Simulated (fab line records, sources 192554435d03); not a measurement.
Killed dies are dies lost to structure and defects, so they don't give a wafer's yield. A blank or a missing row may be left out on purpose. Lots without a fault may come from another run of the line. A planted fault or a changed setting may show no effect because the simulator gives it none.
Split-lot experiment | flow n5_finfet | 7 lots, 39 wafers read, on a route of 1938 steps

THE SPLIT
At N5_DUMMY_GATE_ETCH_37 (etches SOC in N2/H2, target depth 60 nm, overetch 30 nm), the setting source_w was moved away from the recipe's 840 W on 12 of the 39 wafers read, by -17.3% to +13.7%. The other wafers ran this setting at the recipe's value.

The reading is taken at the split's own step.

THE READING
rf_vpp_V, in V, at N5_DUMMY_GATE_ETCH_37 (etches SOC in N2/H2, target depth 60 nm, overetch 30 nm). Fault-free wafers of this fab line usually give 523.7 V, standard deviation 2.7 V.

wafer  | tool, chamber at the split | source_w as run, W | against the recipe | rf_vpp_V, V | against lot-mates on the recipe
L074.1 | rie_diel-03, 3             | 694.9              | -17.3%             | 558.5       | +35.2
L074.2 | rie_diel-03, 2             | 694.9              | -17.3%             | 560.2       | +36.9
L074.3 | rie_diel-03, 1             | 840                | recipe             | 522.2       | -
L074.4 | rie_diel-03, 0             | 840                | recipe             | 527.0       | -
L074.5 | rie_diel-03, 1             | 840                | recipe             | 520.6       | -
L074.6 | rie_diel-03, 2             | 694.9              | -17.3%             | 560.8       | +37.5
L086.1 | rie_diel-02, 3             | 840                | recipe             | 526.4       | -
L086.2 | rie_diel-02, 1             | 840                | recipe             | 524.5       | -
L086.3 | rie_diel-02, 2             | 751.1              | -10.6%             | 540.6       | +16.0
L086.4 | rie_diel-02, 0             | 751.1              | -10.6%             | 542.4       | +17.8
L086.5 | rie_diel-02, 1             | 840                | recipe             | 522.8       | -
L086.6 | rie_diel-02, 2             | 751.1              | -10.6%             | 539.8       | +15.2
L088.2 | rie_diel-01, 3             | 840                | recipe             | 528.3       | -
L088.4 | rie_diel-01, 2             | 840                | recipe             | 522.1       | -
L088.5 | rie_diel-01, 3             | 840                | recipe             | 527.6       | -
L089.1 | rie_diel-01, 2             | 840                | recipe             | 523.0       | -
L089.2 | rie_diel-01, 3             | 840                | recipe             | 525.7       | -
L089.3 | rie_diel-01, 0             | 954.8              | +13.7%             | 503.6       | -21.6
L089.4 | rie_diel-01, 1             | 954.8              | +13.7%             | 498.0       | -27.2
L089.5 | rie_diel-01, 3             | 840                | recipe             | 526.9       | -
L089.6 | rie_diel-01, 0             | 954.8              | +13.7%             | 502.6       | -22.6
L090.1 | rie_diel-02, 2             | 840                | recipe             | 520.3       | -
L090.2 | rie_diel-02, 1             | 840                | recipe             | 522.6       | -
L090.3 | rie_diel-02, 0             | 840                | recipe             | 522.5       | -
L090.4 | rie_diel-02, 3             | 840                | recipe             | 527.9       | -
L090.5 | rie_diel-02, 3             | 840                | recipe             | 528.1       | -
L090.6 | rie_diel-02, 2             | 840                | recipe             | 520.1       | -
L092.1 | rie_diel-02, 2             | 840                | recipe             | 519.8       | -
L092.2 | rie_diel-02, 3             | 840                | recipe             | 527.8       | -
L092.3 | rie_diel-02, 0             | 840                | recipe             | 522.3       | -
L092.4 | rie_diel-02, 1             | 840                | recipe             | 522.4       | -
L092.5 | rie_diel-02, 1             | 840                | recipe             | 522.9       | -
L092.6 | rie_diel-02, 0             | 840                | recipe             | 522.0       | -
L097.1 | rie_diel-02, 2             | 840                | recipe             | 521.5       | -
L097.2 | rie_diel-02, 1             | 922.2              | +9.8%              | 506.2       | -15.7
L097.3 | rie_diel-02, 3             | 922.2              | +9.8%              | 513.1       | -8.8
L097.4 | rie_diel-02, 0             | 922.2              | +9.8%              | 507.3       | -14.6
L097.5 | rie_diel-02, 2             | 840                | recipe             | 521.1       | -
L097.6 | rie_diel-02, 1             | 840                | recipe             | 523.2       | -

THE FIT
A straight line over all 39 wafers: rf_vpp_V changes by -1.81 V for each +1% of source_w; r = -0.97; the points scatter about the line by 3.1 V.
The same after taking each lot's own level away (the mean of its wafers on the recipe; 39 wafers): -1.81 V for each +1%; r = -0.97; scatter 3.2 V.
On that fit, the largest move of source_w shifts the reading by 31 V.
The lots' own levels span 521.93 to 526.00 V, that is 1.5 times the standard deviation above.
So the lot-to-lot level changes the slope little: the two slopes agree.
Check: with one of the wafers moved furthest among these (-17.3%) left out of the fit, the line predicts +31.3 V for it against its lot-mates. It came out at +35.2 V against them.
Tool readings at the split's step, against how far the setting was moved: rf_vpp_V r = -0.97.

THE FILE'S OWN FIT
rf_vpp_V changes by -1.82 V for each +1% of source_w, r = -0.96.
